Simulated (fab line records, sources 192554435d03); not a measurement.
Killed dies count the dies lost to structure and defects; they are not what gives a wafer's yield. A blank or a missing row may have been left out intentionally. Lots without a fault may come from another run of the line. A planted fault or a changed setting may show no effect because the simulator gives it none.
Split-lot trial | flow n5_finfet | on a route of 1938 steps: 7 lots, 39 wafers read

SPLIT DETAILS
At N5_DUMMY_GATE_HM_DEP_06 (deposits SiNx from DCS/NH3, target thk 80 nm, time 5141 s), the setting target_thk_a was moved away from the recipe's 800 angstrom on 18 of the 39 wafers read, by -51.1% to +35.1%. All remaining wafers had this setting at the recipe value.

The reading comes from the split's own step.

THE READING
SiNx_of_DUMMY_GATE_HM_DEP_06.thk_nm (the simulator's own value, which no gauge read), in nm, at N5_DUMMY_GATE_HM_DEP_06 (deposits SiNx from DCS/NH3, target thk 80 nm, time 5141 s). The file does not state a usual value for it. Here, 21 wafers ran the recipe; their average is 79.5 nm with a standard deviation of 0.5 nm.

wafer  | tool, chamber at the split | target_thk_a as run, angstrom | against the recipe | SiNx_of_DUMMY_GATE_HM_DEP_06.thk_nm, nm | against lot-mates on the recipe
L075.1 | -, -                       | 800                           | recipe             | 79.8                                    | -
L075.5 | -, -                       | 800                           | recipe             | 79.8                                    | -
L075.2 | -, -                       | 800                           | recipe             | 79.6                                    | -
L075.3 | -, -                       | 800                           | recipe             | 79.4                                    | -
L075.4 | -, -                       | 800                           | recipe             | 80                                      | -
L075.6 | -, -                       | 800                           | recipe             | 79                                      | -
L076.1 | -, -                       | 468.2                         | -41.5%             | 46.8                                    | no lot-mate on the recipe
L076.2 | -, -                       | 468.2                         | -41.5%             | 46.2                                    | no lot-mate on the recipe
L076.5 | -, -                       | 468.2                         | -41.5%             | 46.2                                    | no lot-mate on the recipe
L076.6 | -, -                       | 468.2                         | -41.5%             | 46.2                                    | no lot-mate on the recipe
L076.3 | -, -                       | 468.2                         | -41.5%             | 46.6                                    | no lot-mate on the recipe
L076.4 | -, -                       | 468.2                         | -41.5%             | 46.4                                    | no lot-mate on the recipe
L079.1 | -, -                       | 1081                          | +35.1%             | 109.4                                   | no lot-mate on the recipe
L079.2 | -, -                       | 1081                          | +35.1%             | 110                                     | no lot-mate on the recipe
L079.3 | -, -                       | 1081                          | +35.1%             | 109.8                                   | no lot-mate on the recipe
L079.5 | -, -                       | 1081                          | +35.1%             | 109.8                                   | no lot-mate on the recipe
L079.4 | -, -                       | 1081                          | +35.1%             | 109.6                                   | no lot-mate on the recipe
L079.6 | -, -                       | 1081                          | +35.1%             | 109.6                                   | no lot-mate on the recipe
L081.1 | lpcvd-02, 0/65             | 800                           | recipe             | 79.4                                    | -
L081.2 | lpcvd-02, 0/70,0/79        | 800                           | recipe             | 80.2                                    | -
L081.4 | lpcvd-02, 0/70,0/79        | 800                           | recipe             | 80.2                                    | -
L086.1 | -, -                       | 800                           | recipe             | 79.8                                    | -
L086.5 | -, -                       | 800                           | recipe             | 79.8                                    | -
L086.2 | -, -                       | 800                           | recipe             | 80.4                                    | -
L086.3 | -, -                       | 800                           | recipe             | 80                                      | -
L086.4 | -, -                       | 800                           | recipe             | 79.4                                    | -
L086.6 | -, -                       | 800                           | recipe             | 79.4                                    | -
L090.1 | -, -                       | 800                           | recipe             | 78.6                                    | -
L090.2 | -, -                       | 800                           | recipe             | 78.6                                    | -
L090.3 | -, -                       | 800                           | recipe             | 78.8                                    | -
L090.4 | -, -                       | 800                           | recipe             | 79                                      | -
L090.5 | -, -                       | 800                           | recipe             | 79.6                                    | -
L090.6 | -, -                       | 800                           | recipe             | 79.6                                    | -
L096.1 | -, -                       | 391.4                         | -51.1%             | 38.8                                    | no lot-mate on the recipe
L096.2 | -, -                       | 391.4                         | -51.1%             | 38.8                                    | no lot-mate on the recipe
L096.3 | -, -                       | 391.4                         | -51.1%             | 38.6                                    | no lot-mate on the recipe
L096.4 | -, -                       | 391.4                         | -51.1%             | 38.6                                    | no lot-mate on the recipe
L096.5 | -, -                       | 391.4                         | -51.1%             | 39.4                                    | no lot-mate on the recipe
L096.6 | -, -                       | 391.4                         | -51.1%             | 39.6                                    | no lot-mate on the recipe
If several chambers appear in one row, that row covers several wafers at once and the file leaves open which wafer was in which chamber.

THE FIT
A straight line over all 39 wafers: SiNx_of_DUMMY_GATE_HM_DEP_06.thk_nm changes by +0.815 nm for each +1% of target_thk_a; r = +1.00; the points scatter about the line by 0.74 nm.
Too few moved wafers have a lot-mate on the recipe to fit a line with each lot's own level taken away.

FILE'S OWN FIT
SiNx_of_DUMMY_GATE_HM_DEP_06.thk_nm changes by +0.815 nm for each +1% of target_thk_a, r = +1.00.
